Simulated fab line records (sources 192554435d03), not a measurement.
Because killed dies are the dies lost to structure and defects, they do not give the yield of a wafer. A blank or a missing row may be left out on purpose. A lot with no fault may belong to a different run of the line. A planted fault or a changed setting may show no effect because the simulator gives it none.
Chamber matching -- flow n5Finfet -- N5_BEOL_M8_ALD_77 on aldMetal-04 has 4 sister chambers
The step deposits TaN, target thk 2 nm, pulse time 2 s, purge time 3 s. 8 wafers are shown with their chamber, then 12 later ones without.

== WAFERS, EACH WITH ITS CHAMBER ==
wafer,chamber,heaterPowerOuterW (W),heaterPowerW (W)
L082.3,3,210,402
L085.2,0,175,332
L086.1,1,262,462
L086.3,0,174,324
L086.5,3,217,406
L091.1,1,267,470
L091.2,2,193,354
L091.6,2,193,353

== WAFERS WHOSE CHAMBER IS MISSING ==
wafer,heaterPowerOuterW (W),heaterPowerW (W)
L092.1,193,347
L092.2,214,392
L092.3,265,475
L094.2,200,346
L094.3,211,400
L094.5,265,469
L096.2,269,457
L096.3,192,355
L096.6,173,337
L097.1,266,473
L097.3,178,323
L097.6,212,408

== EACH ONE'S CHAMBER ==
wafer,from the rows above,in truth
L092.1,2,2
L092.2,3,3
L092.3,1,1
L094.2,2,2
L094.3,3,3
L094.5,1,1
L096.2,1,1
L096.3,2,2
L096.6,0,0
L097.1,1,1
L097.3,0,0
L097.6,3,3
Correct placement for 12 of the 12. Not placeable from these rows: 0. Number placed wrongly: 0.
How it was worked out, from the rows above alone: a wafer's distance from a chamber is the root of the sum, over the readings, of the square of ((its reading less the chamber's mean) divided by the reading's scatter). The wafer belongs to the nearest chamber; if the next one is less than 2 further off, it can't be placed. Each chamber's mean is taken over the wafers shown for it. How the scatter is found: for the shown wafers, subtract from each reading the mean of its chamber, square and add these, divide the total by (wafers less chambers), then take the root.
